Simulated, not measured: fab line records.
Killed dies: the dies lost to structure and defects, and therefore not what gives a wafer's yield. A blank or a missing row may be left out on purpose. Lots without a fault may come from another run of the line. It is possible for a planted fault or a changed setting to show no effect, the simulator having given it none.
What tool caused it? -- flow nand_harc -- 33 wafers from 11 lots sampled at 4 of the route's 1302 steps

WHAT THE GAUGES SHOWED, per wafer
NHARC_P_GATE_CD_MEAS_26: target cd 120 nm.
lot,measured,on,cd_nm (nm)
L745,day 5 21:53,cd_sem-03,120.0 120.8 120.0
L746,day 6 06:00,cd_sem-01,120.1 120.3 121.4
L749,day 7 20:49,cd_sem-01,120.0 120.2 120.7
L751,day 8 07:01,cd_sem-02,113.1 113.7 113.2
L757,day 11 06:33,cd_sem-01,119.6 119.7 120.5
L760,day 12 04:28,cd_sem-02,119.9 120.1 119.4
L761,day 12 12:26,cd_sem-02,119.8 120.3 120.1
L762,day 13 13:25,cd_sem-03,120.2 119.9 120.0
L763,day 13 13:34,cd_sem-01,121.5 121.7 121.4
L764,day 13 19:44,cd_sem-02,120.8 119.8 120.5
L766,day 14 22:20,cd_sem-02,118.8 120.6 119.3

TOOL THAT RAN EACH LOT (tool first, then ch and the chambers of the sampled wafers, then the start)
lot,NHARC_P_ZERO_WELL_DESCUM_54,NHARC_P_GATE_DEP_103,NHARC_P_GATE_EXPOSE_23
L745,"rie_diel-11 ch 0,1,3, day 2 21:55","pecvd-02 ch 0,1,2, day 5 21:20","arfi_scanner-03 ch 0, day 5 21:44"
L746,"rie_diel-13 ch 0,2,3, day 3 07:40","pecvd-03 ch 0,1,2, day 6 05:21","arfi_scanner-01 ch 0, day 6 05:52"
L749,"rie_diel-08 ch 0,2, day 4 14:35","pecvd-03 ch 0,1,2, day 7 20:09","arfi_scanner-02 ch 0, day 7 20:40"
L751,"rie_diel-13 ch 0,2,3, day 5 10:22","pecvd-02 ch 0,1, day 8 06:26","arfi_scanner-02 ch 0, day 8 06:52"
L757,"rie_diel-11 ch 0,3, day 7 21:59","pecvd-03 ch 1,2, day 11 05:52","arfi_scanner-01 ch 0, day 11 06:25"
L760,"rie_diel-11 ch 0,1, day 9 03:37","pecvd-02 ch 0,2, day 12 03:59","arfi_scanner-01 ch 0, day 12 04:20"
L761,"rie_diel-08 ch 0,2,3, day 9 13:58","pecvd-01 ch 0,2, day 12 11:46","arfi_scanner-02 ch 0, day 12 12:18"
L762,"rie_diel-11 ch 0,1,3, day 9 23:48","pecvd-02 ch 0,1, day 13 12:47","arfi_scanner-01 ch 0, day 13 13:16"
L763,"rie_diel-08 ch 0,1,3, day 10 10:26","pecvd-01 ch 0,1, day 13 12:50","arfi_scanner-02 ch 0, day 13 13:25"
L764,"rie_diel-11 ch 0,2,3, day 10 20:26","pecvd-03 ch 0,1, day 13 19:04","arfi_scanner-03 ch 0, day 13 19:36"
L766,"rie_diel-13 ch 0,1,2, day 11 16:12","pecvd-03 ch 0,1,2, day 14 21:49","arfi_scanner-03 ch 0, day 14 22:12"
- NHARC_P_ZERO_WELL_DESCUM_54: chemistry O2, time 3 s.
- NHARC_P_GATE_DEP_103: deposits SiON, target thk 30 nm.
- NHARC_P_GATE_EXPOSE_23: exposes mask P GATE, target cd 120 nm.

AS READ BY THE TOOLS THEMSELVES (means over the sampled wafers that have a number; for cases with no such wafer, the mark the record gives instead)
NHARC_P_ZERO_WELL_DESCUM_54.
lot,tool,drypump_motor_current_A (A),o2_flow_sccm (sccm),oes_product_au (a.u.),rf_vpp_V (V),showerhead_plenum_p_Torr (Torr),throttle_valve_pct (%)
L745,rie_diel-11,6.2,200.0,0.999,57.4,1.90,11.308
L746,rie_diel-13,5.6,200.6,0.999,57.5,1.90,11.312
L749,rie_diel-08,5.0,199.9,1.001,56.8,1.85,11.333
L751,rie_diel-13,5.6,200.1,0.999,57.5,1.89,11.303
L757,rie_diel-11,6.1,200.0,0.992,57.6,1.92,11.319
L760,rie_diel-11,6.2,199.8,0.992,57.0,1.86,11.310
L761,rie_diel-08,5.5,199.8,0.998,57.9,1.94,11.307
L762,rie_diel-11,6.2,200.4,0.994,57.6,1.88,11.320
L763,rie_diel-08,5.9,200.2,1.010,57.5,1.91,11.312
L764,rie_diel-11,6.3,200.0,0.992,57.5,1.89,11.309
L766,rie_diel-13,5.9,199.8,1.014,57.3,1.83,11.312

NHARC_P_GATE_DEP_103.
lot,tool,heater_power_outer_w (W),heater_power_w (W),susceptor_temp_C (C)
L745,pecvd-02,415,685,400.09
L746,pecvd-03,392,690,399.75
L749,pecvd-03,401,694,400.01
L751,pecvd-02,457,721,399.82
L757,pecvd-03,362,666,400.11
L760,pecvd-02,394,661,400.12
L761,pecvd-01,486,801,399.83
L762,pecvd-02,405,674,400.14
L763,pecvd-01,479,812,400.00
L764,pecvd-03,357,639,400.04
L766,pecvd-03,387,693,400.21

NHARC_P_GATE_EXPOSE_23.
lot,tool,stage_vel_mm_s (mm/s)
L745,arfi_scanner-03,499.88
L746,arfi_scanner-01,500.24
L749,arfi_scanner-02,499.99
L751,arfi_scanner-02,499.89
L757,arfi_scanner-01,499.89
L760,arfi_scanner-01,500.25
L761,arfi_scanner-02,499.78
L762,arfi_scanner-01,499.90
L763,arfi_scanner-02,500.11
L764,arfi_scanner-03,500.12
L766,arfi_scanner-03,499.47

THE ANSWER, worked out from the rows above alone
Rule: usual is defined by the lots themselves. The widest of any qualifying gaps counts: lots, ordered by their means at a reading, are off when they make up no more than a third of the lots, leave a main group of 4 or more, and stand apart from it by 3 or more times the standard deviation of that group's means. A main group is skipped when, at the precision printed for the reading in the tables above, its means are all equal. Also off: a lot with no number at a reading for which 4 or more lots have one. All remaining lots with rows at the step are treated as sound. First the gauges in route order, then the tools' own readings, where a lot's mean is used as printed above. At the first step where some lot is off, the reading lying furthest off is the one used; lots without a number count as furthest.
Off: L751, at NHARC_P_GATE_CD_MEAS_26 (cd_nm). Main group: mean 120.2 nm, sd 0.51.
If a tool, at a process step before that reading, ran all the lots that are off and no sound lot after the first of them, it fits. Gauges at NHARC_P_GATE_CD_MEAS_26: tried the same way as those tools. No candidate that was tried fits.

WHAT THE SIMULATOR HAD PUT IN
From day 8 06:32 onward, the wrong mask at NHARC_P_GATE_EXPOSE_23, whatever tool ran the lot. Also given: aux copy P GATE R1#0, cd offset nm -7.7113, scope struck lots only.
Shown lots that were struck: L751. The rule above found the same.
